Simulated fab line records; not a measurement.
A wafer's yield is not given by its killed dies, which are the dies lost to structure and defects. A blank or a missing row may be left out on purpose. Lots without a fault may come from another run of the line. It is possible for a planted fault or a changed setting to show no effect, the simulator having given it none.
Matching of chambers :: flow n5_finfet :: rie_diel-06 running N5_FIN_SAQP_HM_OPEN_73: 4 sister chambers
The step chemistry CHF3/O2, target SiO2, stops on a-Si, target depth 12 nm, time 16.8 s. 14 wafers are shown with their chamber, then 7 later ones without.

EACH WAFER AND ITS CHAMBER
wafer: L080.1
chamber: 2
showerhead_plenum_p_Torr (Torr): 2.49
throttle_valve_pct (%): 18.68
rf_vpp_V (V): 526

wafer: L080.2
chamber: 1
showerhead_plenum_p_Torr (Torr): 2.29
throttle_valve_pct (%): 19.10
rf_vpp_V (V): 503

wafer: L080.6
chamber: 2
showerhead_plenum_p_Torr (Torr): 2.49
throttle_valve_pct (%): 18.65
rf_vpp_V (V): 525

wafer: L081.2
chamber: 0
showerhead_plenum_p_Torr (Torr): 2.31
throttle_valve_pct (%): 19.11
rf_vpp_V (V): 511

wafer: L081.4
chamber: 0
showerhead_plenum_p_Torr (Torr): 2.31
throttle_valve_pct (%): 19.10
rf_vpp_V (V): 513

wafer: L081.5
chamber: 2
showerhead_plenum_p_Torr (Torr): 2.49
throttle_valve_pct (%): 18.68
rf_vpp_V (V): 527

wafer: L086.2
chamber: 2
showerhead_plenum_p_Torr (Torr): 2.48
throttle_valve_pct (%): 18.68
rf_vpp_V (V): 526

wafer: L086.4
chamber: 3
showerhead_plenum_p_Torr (Torr): 2.42
throttle_valve_pct (%): 18.63
rf_vpp_V (V): 531

wafer: L086.6
chamber: 3
showerhead_plenum_p_Torr (Torr): 2.42
throttle_valve_pct (%): 18.64
rf_vpp_V (V): 531

wafer: L087.1
chamber: 3
showerhead_plenum_p_Torr (Torr): 2.42
throttle_valve_pct (%): 18.62
rf_vpp_V (V): 530

wafer: L087.4
chamber: 0
showerhead_plenum_p_Torr (Torr): 2.31
throttle_valve_pct (%): 19.10
rf_vpp_V (V): 512

wafer: L087.6
chamber: 2
showerhead_plenum_p_Torr (Torr): 2.48
throttle_valve_pct (%): 18.67
rf_vpp_V (V): 527

wafer: L088.2
chamber: 3
showerhead_plenum_p_Torr (Torr): 2.42
throttle_valve_pct (%): 18.64
rf_vpp_V (V): 533

wafer: L088.3
chamber: 0
showerhead_plenum_p_Torr (Torr): 2.31
throttle_valve_pct (%): 19.13
rf_vpp_V (V): 513

SIGNATURES (averages over the wafers above)
reading: showerhead_plenum_p_Torr
chamber 0: 2.3100
chamber 1: 2.2900
chamber 2: 2.4860
chamber 3: 2.4200
scatter within a chamber: 0.00346

reading: throttle_valve_pct
chamber 0: 19.1100
chamber 1: 19.1000
chamber 2: 18.6720
chamber 3: 18.6325
scatter within a chamber: 0.0125

reading: rf_vpp_V
chamber 0: 512.25
chamber 1: 503.00
chamber 2: 526.20
chamber 3: 531.25
scatter within a chamber: 1.01
Rule: distance of a wafer from a chamber = root of the sum over the readings of ((wafer's reading minus chamber's mean) / reading's scatter) squared. If the next closest chamber is less than 2 further off than the closest, the wafer can't be placed; otherwise it belongs to the closest. The scatter: the root of (the sum of the squares of (reading less its chamber's mean) over the shown wafers, divided by (wafers less chambers)).

WAFERS WITH NO CHAMBER GIVEN
wafer: L088.4
showerhead_plenum_p_Torr (Torr): 2.48
throttle_valve_pct (%): 18.69
rf_vpp_V (V): 526

wafer: L089.2
showerhead_plenum_p_Torr (Torr): 2.28
throttle_valve_pct (%): 19.14
rf_vpp_V (V): 505

wafer: L089.4
showerhead_plenum_p_Torr (Torr): 2.31
throttle_valve_pct (%): 19.13
rf_vpp_V (V): 512

wafer: L089.6
showerhead_plenum_p_Torr (Torr): 2.30
throttle_valve_pct (%): 19.13
rf_vpp_V (V): 514

wafer: L092.2
showerhead_plenum_p_Torr (Torr): 2.28
throttle_valve_pct (%): 19.14
rf_vpp_V (V): 504

wafer: L092.3
showerhead_plenum_p_Torr (Torr): 2.48
throttle_valve_pct (%): 18.69
rf_vpp_V (V): 526

wafer: L092.4
showerhead_plenum_p_Torr (Torr): 2.42
throttle_valve_pct (%): 18.67
rf_vpp_V (V): 530

CHAMBER TAKEN BY EACH
wafer: L088.4
from the rows above: 2
in truth: 2

wafer: L089.2
from the rows above: 1
in truth: 1

wafer: L089.4
from the rows above: 0
in truth: 0

wafer: L089.6
from the rows above: 0
in truth: 0

wafer: L092.2
from the rows above: 1
in truth: 1

wafer: L092.3
from the rows above: 2
in truth: 2

wafer: L092.4
from the rows above: 3
in truth: 3
Placed correctly: 7 of 7. Number that these rows cannot place: 0. Number placed wrongly: 0.
